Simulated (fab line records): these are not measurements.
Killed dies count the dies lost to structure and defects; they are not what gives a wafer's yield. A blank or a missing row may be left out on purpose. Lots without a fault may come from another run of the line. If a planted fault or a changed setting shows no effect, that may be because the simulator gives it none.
A struck lot beside a sound one :: flow nand harc :: 13 out of 1302 route steps
Sound: the wafers L406.4, L406.5, L406.6. Wafers struck: L410.1, L410.2, L410.6. At the end, the cause is stated.
For every step that has rows: the tool of each side, followed by ch and its chambers, followed by its first start. Under that, the readings that differ: sound wafers :: struck wafers :: difference of the means :: sigmas: that difference in standard deviations of wafers without a fault.
alike: words and numbers the same on both sides, and readings whose means are apart by under 2 such deviations; not compared: readings that were withheld, readings missing a value for some wafer, numbers with overlapping values and no deviation given by the record, and bounds like >300 which may hide the same value.
The two part at a step that has a row with sigmas, a row that says differs or no value, or rows on one side only. Non-overlapping numbers with no deviation appear without sigmas and do not part them. Lack of a reading on every wafer of one side parts them only where that side has two or more wafers.

NHARC_A_DECK1_JOINT_CMP_02: polishes SiOx.
  sound on cmp-02 ch 0,1,3, day 15 08:23; struck on cmp-04 ch 0,3, day 14 12:43
  alike: motor current A
then, 1 step without rows for these wafers: NHARC_A_DECK1_JOINT_SRD_15.
NHARC_A_DECK1_JOINT_DEP_16: deposits SiO2, target thk 45 nm.
  sound on pecvd-02 ch 0,1,2, day 15 08:49; struck on pecvd-02 ch 0,2, day 14 13:04
  alike: heater power w, showerhead vpp V, throttle valve pct
NHARC_A_DECK1_JOINT_THK_MEAS_17: measures by ellipsometry.
  struck on film metro-02, day 14 13:22; sound on film metro-02, day 15 09:00
  alike: thk nm
NHARC_A_DECK1_JOINT_INSPECT_05:
  struck on defect inspect-02, day 14 13:23; sound on defect inspect-02, day 15 09:02
  alike: raw defect count
then, 1 step without rows for these wafers: NHARC_A_ONON_D2_DEP_00 (target thk 1000 nm).
NHARC_A_ONON_D2_THK_MEAS_02: measures by ellipsometry.
  struck on film metro-02, day 14 14:00; sound on film metro-01, day 15 09:37
  alike: thk nm
then, 1 step without rows for these wafers: NHARC_A_ONON_D2_DEP_03 (target thk 1000 nm).
NHARC_A_ONON_D2_THK_MEAS_05: measures by ellipsometry.
  struck on film metro-02, day 14 14:34; sound on film metro-02, day 15 10:11
  alike: thk nm
then, 1 step without rows for these wafers: NHARC_A_ONON_D2_DEP_06 (target thk 1000 nm).
NHARC_A_ONON_D2_THK_MEAS_08: measures by ellipsometry.
  struck on film metro-02, day 14 15:08; sound on film metro-01, day 15 10:45
  alike: thk nm
NHARC_A_ONON_D2_DEP_09: target thk 1000 nm.
  sound on pecvd onon-01 ch 0, day 15 10:59; struck on pecvd onon-04 ch 0, day 14 15:11
  alike: n2 flow sccm
NHARC_A_ONON_D2_THK_MEAS_11: measures by ellipsometry.
  struck on film metro-02, day 14 15:52; sound on film metro-01, day 15 11:19
reading: thk nm (nm)
sound: 1006 1007 1007
struck: 1067 1068 1069
difference: +61
sigmas: +6
  not compared: hold

== WHERE THEY PART ==
NHARC_A_ONON_D2_THK_MEAS_11 only, going by this record.

WHY: what the simulator had put in
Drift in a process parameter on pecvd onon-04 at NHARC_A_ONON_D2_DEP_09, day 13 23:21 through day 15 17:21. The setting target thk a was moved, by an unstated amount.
